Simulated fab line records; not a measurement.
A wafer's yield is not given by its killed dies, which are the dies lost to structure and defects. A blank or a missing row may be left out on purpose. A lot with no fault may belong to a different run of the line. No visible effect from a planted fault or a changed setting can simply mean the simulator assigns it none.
A lot that was struck, set against a sound lot || flow n5-finfet || 14 steps out of a route of 1938
Sound: these wafers, L990.1, L990.4, L990.6. Wafers L996.1, L996.5, L996.6 were the ones struck. The cause is given at the end.
At each step with rows: each side's tool, then ch and its chambers, then its first start. Under that, the readings that differ: sound wafers || struck wafers || difference of the means || sigmas: that difference in standard deviations of wafers without a fault.
alike: readings whose means differ by less than 2 such deviations, and words and numbers that are the same on both sides. not compared: withheld readings, readings that some wafer has no value for, bounds like >300 that may hide the same value, and numbers for which the record gives no deviation and whose values overlap.
A row with sigmas, a row that says differs or no value, or rows on one side alone: a step with any of these is where the two part. Non-overlapping numbers with no deviation appear without sigmas and do not part them. Lack of a reading on every wafer of one side parts them only where that side has two or more wafers.

N5_BEOL_M7_STRIP_67: strips in CF4.
  sound on rie-diel-02 ch 1,3, day 9 15:19; struck on rie-diel-03 ch 0,2, day 11 12:31
  alike: drypump-motor-current-A, oes-product-au, rf-vpp-V, showerhead-plenum-p-Torr, throttle-valve-pct
  not compared: rf-hours-counter-h
N5_BEOL_M7_HM_OPEN_17: chemistry Cl2/BCl3, target TiN, target depth 20 nm, overetch 6 nm.
  sound on rie-metal-02 ch 0,1, day 9 15:22; struck on rie-metal-01 ch 0,1, day 11 12:33
  alike: bcl3-flow-sccm, drypump-motor-current-A, oes-product-au, rf-fwd-power-W, throttle-valve-pct
  not compared: rf-hours-counter-h
N5_BEOL_M7_STRIP_19: strips in O2.
  sound on rie-diel-02 ch 2,3, day 9 15:35; struck on rie-diel-03 ch 0,1, day 11 12:40
  alike: drypump-motor-current-A, oes-product-au, rf-vpp-V, showerhead-plenum-p-Torr, throttle-valve-pct
  not compared: rf-hours-counter-h
N5_BEOL_M7_CD_MEAS_18: pitch 80 nm, target cd 40 nm.
  sound on cd-sem-01, day 9 15:40; struck on cd-sem-03, day 11 12:44
  alike: cd-nm
then, 8 steps without rows for these wafers: N5_BEOL_M7_COAT_63 (time 60 s, resist thk 60 nm); N5_BEOL_M7_COAT_64 (time 60 s, resist thk 12 nm); N5_BEOL_M7_COAT_71 (time 60 s, resist thk 5 nm); N5_BEOL_M7_COAT_22 (resist thk 30 nm); N5_BEOL_M7_EBR_24; N5_BEOL_M7_SOFTBAKE_23 (time 60 s); N5_BEOL_M7_EXPOSE_25 (exposes mask V6, target cd 40 nm); N5_BEOL_M7_PEB_26 (peb time 60 s).
N5_BEOL_M7_DEVELOP_27: develop time 30 s.
  struck on litho-track-03, day 11 13:41; sound on litho-track-03 ch 0, day 9 16:19
  no value came back on the struck wafers for chill-plate-temp-C (C), develop-time-s (s); on the sound wafers chill-plate-temp-C (C) reads 23.09 23.02 23.06
{"reading": "model.CAR-EUV_of_BEOL_M7_COAT_22.thk-nm (nm)", "sound": "29.4 29.4 29.4", "struck": "30 30 30", "difference": "+1", "sigmas": ""}
N5_BEOL_M7_CD_MEAS_28: the cd target is 40 nm.
  sound on cd-sem-02 ch 0, day 9 16:22; struck on cd-sem-03 ch 0, day 11 13:44
{"reading": "cd-nm (nm)", "sound": "40.10 40.16 39.92", "struck": "- - -", "difference": "no value on the struck wafers", "sigmas": ""}

WHERE THEY PART
Last at N5_BEOL_M7_CD_MEAS_28 as far as this record goes, first at N5_BEOL_M7_DEVELOP_27.

WHY: what had been put in by the simulator
Whole step skipped at N5_BEOL_M7_DEVELOP_27 on litho-track-03, starting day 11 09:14. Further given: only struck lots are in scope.
